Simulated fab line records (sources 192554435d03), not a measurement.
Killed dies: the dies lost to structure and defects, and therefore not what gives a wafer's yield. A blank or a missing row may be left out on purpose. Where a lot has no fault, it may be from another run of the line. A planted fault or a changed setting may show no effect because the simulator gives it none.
What tool caused it?    flow n5Finfet    69 wafers from 23 lots sampled at 6 of the route's 1938 steps

## WHAT THE GAUGES SHOWED, per wafer
The record holds no reading of a measuring or inspecting step that can be judged against a usual standard deviation.

## WHAT TOOL EACH LOT RAN ON (gives the tool, then ch and the chambers of the sampled wafers, and finally the start)
lot   N5_BEOL_M5_SPUTTER_83        N5_BEOL_M5_ANNEAL_51             N5_BEOL_M6_ILD_DEP_00            N5_BEOL_M6_ETCH_61                 N5_BEOL_M6_VIA_ETCH_34             N5_BEOL_M7_CURE_74
L074  pvdSputter-03, day 9 09:53   rtpAnneal-01 ch 0, day 9 12:16   pecvd-03 ch 0, day 9 13:11       rieDiel-03 ch 0,2,3, day 9 16:17   rieDiel-01 ch 0,2,3, day 9 17:29   uvCure-02 ch 0, day 9 21:43
L075  pvdSputter-02, day 9 14:02   rtpAnneal-02 ch 0, day 9 16:25   pecvd-03 ch 0,1, day 9 17:20     rieDiel-03 ch 0,1,3, day 9 18:39   rieDiel-05 ch 1,2,3, day 9 20:38   uvCure-02 ch 2, day 9 23:14
L078  pvdSputter-03, day 11 11:22  rtpAnneal-01 ch 0, day 11 13:47  pecvd-03 ch 0,1,2, day 11 14:40  rieDiel-03 ch 0,1,3, day 11 16:20  rieDiel-05 ch 0,3, day 11 19:02    uvCure-03 ch 1, day 11 22:59
L077  pvdSputter-02, day 11 13:33  rtpAnneal-02 ch 0, day 11 16:04  pecvd-04 ch 0,1,2, day 11 16:58  rieDiel-01 ch 1,2, day 11 19:22    rieDiel-01 ch 2,3, day 11 22:53    uvCure-01 ch 2, day 12 02:57
L079  pvdSputter-02, day 12 08:38  rtpAnneal-01 ch 0, day 12 11:01  pecvd-02 ch 0,1,2, day 12 11:56  rieDiel-03 ch 0,2, day 12 13:45    rieDiel-03 ch 0,3, day 12 16:29    uvCure-01 ch 2, day 12 19:04
L080  pvdSputter-01, day 12 09:30  rtpAnneal-01 ch 0, day 12 11:55  pecvd-03 ch 0,1,2, day 12 12:49  rieDiel-03 ch 0,2, day 12 14:03    rieDiel-03 ch 0,2, day 12 16:53    uvCure-01 ch 2, day 12 21:23
L081  pvdSputter-03, day 12 15:55  rtpAnneal-02 ch 0, day 12 18:37  pecvd-02 ch 0,2, day 12 19:32    rieDiel-01 ch 0,1,3, day 12 21:19  rieDiel-05 ch 1,2,3, day 12 23:22  uvCure-02 ch 2, day 13 02:08
L082  pvdSputter-03, day 12 22:16  rtpAnneal-01 ch 0, day 13 00:38  pecvd-02 ch 0,1, day 13 01:35    rieDiel-05 ch 0,1,2, day 13 03:55  rieDiel-05 ch 0,1,2, day 13 07:13  uvCure-01 ch 1, day 13 09:44
L083  pvdSputter-02, day 13 03:20  rtpAnneal-02 ch 0, day 13 05:46  pecvd-02 ch 0,1,2, day 13 09:10  rieDiel-05 ch 0,2,3, day 13 11:49  rieDiel-01 ch 1,2, day 13 14:11    uvCure-03 ch 0, day 13 18:35
L084  pvdSputter-01, day 13 15:22  rtpAnneal-02 ch 0, day 13 17:44  pecvd-03 ch 0,1, day 13 18:40    rieDiel-01 ch 0,1,2, day 13 22:47  rieDiel-03 ch 0,1,2, day 14 02:38  uvCure-02 ch 0, day 14 06:38
L085  pvdSputter-03, day 13 19:29  rtpAnneal-02 ch 0, day 13 21:52  pecvd-04 ch 0,1, day 13 22:47    rieDiel-01 ch 0,1,2, day 14 03:30  rieDiel-05 ch 0,1,2, day 14 04:54  uvCure-01 ch 0, day 14 09:25
L087  pvdSputter-01, day 13 19:47  rtpAnneal-02 ch 0, day 13 22:20  pecvd-02 ch 0,1, day 13 23:26    rieDiel-03 ch 0,2,3, day 14 03:40  rieDiel-01 ch 0,1,3, day 14 07:34  uvCure-03 ch 2, day 14 10:26
L086  pvdSputter-03, day 14 01:08  rtpAnneal-01 ch 0, day 14 03:33  pecvd-04 ch 0,1, day 14 06:26    rieDiel-05 ch 1,2, day 14 08:21    rieDiel-01 ch 0,1, day 14 09:31    uvCure-02 ch 2, day 14 12:31
L076  pvdSputter-02, day 14 07:40  rtpAnneal-02 ch 0, day 14 10:08  pecvd-04 ch 1,2, day 14 11:02    rieDiel-05 ch 0,3, day 14 14:56    rieDiel-01 ch 0,3, day 14 17:06    uvCure-01 ch 2, day 14 19:55
L089  pvdSputter-03, day 14 10:44  rtpAnneal-01 ch 0, day 14 13:13  pecvd-03 ch 1,2, day 14 14:21    rieDiel-05 ch 1,2, day 14 15:39    rieDiel-05 ch 0,1, day 14 17:16    uvCure-03 ch 1, day 14 20:00
L090  pvdSputter-01, day 14 11:49  rtpAnneal-02 ch 0, day 14 14:20  pecvd-04 ch 1,2, day 14 15:13    rieDiel-05 ch 0,2, day 14 18:25    rieDiel-01 ch 1,3, day 14 20:43    uvCure-03 ch 1, day 15 00:47
L091  pvdSputter-02, day 15 04:46  rtpAnneal-01 ch 0, day 15 07:11  pecvd-03 ch 0,1,2, day 15 08:07  rieDiel-01 ch 0,3, day 15 11:23    rieDiel-03 ch 0,1,2, day 15 17:23  uvCure-01 ch 2, day 15 20:41
L088  pvdSputter-01, day 15 13:20  rtpAnneal-02 ch 0, day 15 15:46  pecvd-04 ch 0,1, day 15 16:41    rieDiel-05 ch 1,2,3, day 15 18:43  rieDiel-05 ch 1,3, day 15 20:23    uvCure-01 ch 0, day 15 23:34
L092  pvdSputter-02, day 15 14:39  rtpAnneal-01 ch 0, day 15 17:02  pecvd-02 ch 0,1,2, day 15 17:57  rieDiel-01 ch 0,2,3, day 15 20:19  rieDiel-05 ch 0,1,2, day 15 21:37  uvCure-02 ch 0, day 16 01:41
L094  pvdSputter-03, day 15 14:41  rtpAnneal-02 ch 0, day 15 17:04  pecvd-04 ch 0,1, day 15 18:02    rieDiel-01 ch 0,2, day 15 20:34    rieDiel-05 ch 0,1,2, day 15 22:01  uvCure-01 ch 1, day 16 01:55
L095  pvdSputter-02, day 15 19:05  rtpAnneal-02 ch 0, day 15 21:34  pecvd-02 ch 0,2, day 15 22:28    rieDiel-03 ch 1,2,3, day 16 00:28  rieDiel-03 ch 2,3, day 16 04:58    uvCure-02 ch 0, day 16 08:41
L096  pvdSputter-03, day 15 22:44  rtpAnneal-02 ch 0, day 16 01:14  pecvd-02 ch 0,1, day 16 02:06    rieDiel-03 ch 0,3, day 16 05:47    rieDiel-05 ch 0,3, day 16 07:23    uvCure-01 ch 2, day 16 11:37
L097  pvdSputter-01, day 15 23:34  rtpAnneal-02 ch 0, day 16 01:56  pecvd-04 ch 0,1,2, day 16 03:10  rieDiel-01 ch 2,3, day 16 05:49    rieDiel-03 ch 0,1,3, day 16 07:17  uvCure-02 ch 0, day 16 11:24
- N5_BEOL_M5_SPUTTER_83: material Cu, target thk 15 nm, time 27.62 s.
- N5_BEOL_M5_ANNEAL_51: time 90 s.
- N5_BEOL_M6_ILD_DEP_00: deposits SiCOH lowk from DEMS/porogen, target thk 179.75 nm, time 33.4 s.
- N5_BEOL_M6_ETCH_61: etches SiARC in CF4, target depth 45.5 nm, time 75.8 s.
- N5_BEOL_M6_VIA_ETCH_34: etches SiCOH lowk in C4F6/O2, target depth 126.3 nm, time 50.9 s.
- N5_BEOL_M7_CURE_74: cures SiCOH lowk, time 240 s.

## AS READ BY THE TOOLS THEMSELVES (means over the sampled wafers that have a number; for cases with no such wafer, the mark the record gives instead)
N5_BEOL_M5_SPUTTER_83.
lot   tool           susceptorTempC (C)  throttleValvePct (%)
L074  pvdSputter-03  -20.04              30.1
L075  pvdSputter-02  -20.02              30.4
L078  pvdSputter-03  -20.03              30.2
L077  pvdSputter-02  -20.05              30.1
L079  pvdSputter-02  -19.84              30.7
L080  pvdSputter-01  -20.05              30.6
L081  pvdSputter-03  -19.99              30.2
L082  pvdSputter-03  -19.93              29.8
L083  pvdSputter-02  -20.03              29.7
L084  pvdSputter-01  -20.00              30.6
L085  pvdSputter-03  -20.05              30.5
L087  pvdSputter-01  -20.01              29.9
L086  pvdSputter-03  -20.01              30.2
L076  pvdSputter-02  -20.02              30.0
L089  pvdSputter-03  -19.98              30.0
L090  pvdSputter-01  -20.12              30.5
L091  pvdSputter-02  -20.00              30.4
L088  pvdSputter-01  -20.00              30.5
L092  pvdSputter-02  -20.03              30.0
L094  pvdSputter-03  -19.93              30.1
L095  pvdSputter-02  -19.90              30.6
L096  pvdSputter-03  -19.94              30.3
L097  pvdSputter-01  -20.08              29.9

N5_BEOL_M5_ANNEAL_51.
lot   tool          wafer_temp_C_max
L074  rtpAnneal-01  226.17
L075  rtpAnneal-02  225.71
L078  rtpAnneal-01  226.16
L077  rtpAnneal-02  225.94
L079  rtpAnneal-01  226.24
L080  rtpAnneal-01  226.26
L081  rtpAnneal-02  226.00
L082  rtpAnneal-01  226.50
L083  rtpAnneal-02  225.83
L084  rtpAnneal-02  225.70
L085  rtpAnneal-02  226.07
L087  rtpAnneal-02  226.11
L086  rtpAnneal-01  226.35
L076  rtpAnneal-02  225.74
L089  rtpAnneal-01  226.13
L090  rtpAnneal-02  225.99
L091  rtpAnneal-01  225.97
L088  rtpAnneal-02  226.00
L092  rtpAnneal-01  226.32
L094  rtpAnneal-02  225.96
L095  rtpAnneal-02  225.91
L096  rtpAnneal-02  225.95
L097  rtpAnneal-02  226.00

N5_BEOL_M6_ILD_DEP_00.
lot   tool      heaterPowerW (W)  showerheadPlenumPTorr (Torr)  susceptorTempC (C)  throttleValvePct (%)
L074  pecvd-03  324               5.731                         300.03              14.0
L075  pecvd-03  317               5.732                         299.82              14.1
L078  pecvd-03  326               5.741                         300.06              13.6
L077  pecvd-04  387               5.744                         299.95              14.5
L079  pecvd-02  328               5.742                         300.00              14.4
L080  pecvd-03  311               5.726                         299.97              13.5
L081  pecvd-02  308               5.753                         299.98              13.7
L082  pecvd-02  321               5.726                         300.06              14.2
L083  pecvd-02  318               5.737                         299.98              14.2
L084  pecvd-03  322               5.736                         300.37              14.0
L085  pecvd-04  377               5.751                         300.07              15.1
L087  pecvd-02  293               5.746                         300.10              14.6
L086  pecvd-04  371               5.746                         300.02              15.0
L076  pecvd-04  346               5.767                         299.96              14.7
L089  pecvd-03  264               5.749                         299.98              13.3
L090  pecvd-04  348               5.758                         300.18              15.1
L091  pecvd-03  325               5.748                         300.07              13.7
L088  pecvd-04  398               5.747                         299.98              15.1
L092  pecvd-02  308               5.738                         300.06              14.3
L094  pecvd-04  427               5.743                         299.97              15.1
L095  pecvd-02  322               5.726                         300.00              13.7
L096  pecvd-02  304               5.726                         299.87              14.1
L097  pecvd-04  348               5.751                         299.87              14.3

N5_BEOL_M6_ETCH_61.
lot   tool        drypumpMotorCurrentA (A)  etchRfOnTimeS (s)  mfcArSccm (sccm)  oesProductAu (a.u.)  rfVppV (V)  showerheadPlenumPTorr (Torr)  throttleValvePct (%)
L074  rieDiel-03  6.1                       75.7               99.90             0.67                 185.4       2.16                          15.87
L075  rieDiel-03  6.0                       76.1               100.09            0.67                 185.0       2.15                          15.75
L078  rieDiel-03  6.0                       76.3               99.95             0.74                 184.2       2.15                          15.59
L077  rieDiel-01  6.1                       74.5               99.98             0.66                 183.9       2.12                          15.47
L079  rieDiel-03  6.5                       74.2               100.17            0.70                 183.5       2.14                          15.74
L080  rieDiel-03  6.2                       75.5               99.54             0.68                 183.6       2.11                          15.72
L081  rieDiel-01  5.9                       76.1               99.68             0.64                 183.1       2.03                          15.54
L082  rieDiel-05  5.7                       75.0               99.96             0.68                 183.7       2.16                          15.65
L083  rieDiel-05  5.5                       74.7               100.04            0.69                 184.9       2.16                          15.59
L084  rieDiel-01  6.0                       77.0               100.23            0.63                 183.3       2.11                          15.66
L085  rieDiel-01  6.0                       75.9               99.92             0.63                 183.4       2.11                          15.66
L087  rieDiel-03  6.1                       75.5               99.97             0.72                 183.6       2.15                          15.75
L086  rieDiel-05  5.8                       73.9               99.83             0.66                 184.5       2.17                          15.74
L076  rieDiel-05  5.5                       75.4               100.14            0.72                 183.5       2.13                          15.40
L089  rieDiel-05  6.0                       74.1               100.33            0.70                 183.3       2.13                          15.62
L090  rieDiel-05  5.4                       74.6               100.04            0.66                 184.0       2.19                          15.71
L091  rieDiel-01  5.5                       76.9               99.91             0.61                 182.2       1.97                          15.66
L088  rieDiel-05  5.8                       75.1               100.12            0.69                 183.0       2.13                          15.59
L092  rieDiel-01  5.6                       76.6               100.11            0.68                 182.3       2.05                          15.60
L094  rieDiel-01  5.7                       76.1               99.88             0.76                 183.9       2.14                          15.54
L095  rieDiel-03  6.2                       75.8               99.84             0.71                 184.0       2.17                          15.67
L096  rieDiel-03  5.9                       75.4               99.86             0.70                 183.2       2.11                          15.73
L097  rieDiel-01  5.3                       74.8               100.03            0.75                 183.8       2.10                          15.45

N5_BEOL_M6_VIA_ETCH_34.
lot   tool        drypumpMotorCurrentA (A)  mfcArSccm (sccm)  oesProductAu (a.u.)  rfVppV (V)  showerheadPlenumPTorr (Torr)  throttleValvePct (%)
L074  rieDiel-01  5.6                       300.0             0.73                 662         2.75                          20.89
L075  rieDiel-05  5.8                       299.3             0.85                 662         2.84                          20.76
L078  rieDiel-05  5.4                       300.3             0.84                 653         2.87                          20.85
L077  rieDiel-01  5.2                       299.9             0.72                 666         2.71                          20.79
L079  rieDiel-03  5.9                       300.3             0.84                 670         2.81                          21.02
L080  rieDiel-03  6.5                       299.9             0.80                 649         2.85                          21.12
L081  rieDiel-05  5.8                       300.3             0.83                 662         2.83                          20.79
L082  rieDiel-05  5.7                       300.0             0.80                 658         2.87                          20.91
L083  rieDiel-01  6.1                       299.8             0.76                 659         2.81                          20.74
L084  rieDiel-03  6.4                       299.5             0.79                 652         2.84                          20.97
L085  rieDiel-05  5.8                       299.9             0.80                 659         2.87                          20.91
L087  rieDiel-01  5.9                       300.0             0.74                 650         2.69                          20.77
L086  rieDiel-01  6.3                       301.3             0.77                 647         2.75                          20.73
L076  rieDiel-01  5.8                       300.5             0.72                 650         2.67                          20.93
L089  rieDiel-05  5.9                       300.1             0.85                 657         2.82                          20.85
L090  rieDiel-01  6.0                       299.7             0.76                 651         2.70                          20.62
L091  rieDiel-03  6.4                       300.4             0.78                 652         2.84                          20.97
L088  rieDiel-05  5.7                       300.3             0.84                 660         2.78                          20.71
L092  rieDiel-05  5.7                       300.2             0.79                 658         2.86                          20.94
L094  rieDiel-05  5.7                       299.9             0.79                 658         2.86                          20.94
L095  rieDiel-03  6.3                       299.8             0.83                 656         2.89                          21.16
L096  rieDiel-05  5.4                       299.5             0.80                 653         2.86                          20.90
L097  rieDiel-03  6.0                       301.0             0.82                 664         2.84                          20.95

N5_BEOL_M7_CURE_74.
lot   tool       lampPowerPct (%)  wafer_temp_C_max
L074  uvCure-02  52.39             386.7
L075  uvCure-02  52.33             386.9
L078  uvCure-03  52.29             386.7
L077  uvCure-01  52.31             386.8
L079  uvCure-01  52.33             386.2
L080  uvCure-01  52.32             386.7
L081  uvCure-02  52.34             386.9
L082  uvCure-01  52.38             386.0
L083  uvCure-03  52.32             387.5
L084  uvCure-02  52.28             386.2
L085  uvCure-01  52.32             387.1
L087  uvCure-03  52.34             386.7
L086  uvCure-02  52.32             387.4
L076  uvCure-01  52.31             386.7
L089  uvCure-03  52.32             387.1
L090  uvCure-03  52.32             386.6
L091  uvCure-01  52.37             386.8
L088  uvCure-01  52.36             386.7
L092  uvCure-02  52.32             386.4
L094  uvCure-01  52.24             386.3
L095  uvCure-02  52.28             386.5
L096  uvCure-01  52.33             386.6
L097  uvCure-02  52.29             386.7

## THE ANSWER, worked out from the rows above alone
Rule: the lots themselves supply what counts as usual. Put in order of their means at a reading, lots are off if they are a third of the lots or fewer, leave a main group of 4 or more, and stand apart from it by a gap of 3 or more times the standard deviation of the main group's means; of several such gaps the widest counts. A main group is skipped when, at the precision printed for the reading in the tables above, its means are all equal. A lot without any number at a reading at which 4 lots or more have one is off too. The other lots that the step has rows for count as sound. The gauges are gone through in route order, then the tools' own readings, and for those a lot's mean is taken as printed above. The first step at which some lot is off is used, and at that step the reading that is off furthest; a lot without a number counts as furthest.
None of the lots is off at any reading shown; this tells nothing.

## WHAT THE SIMULATOR HAD INSERTED
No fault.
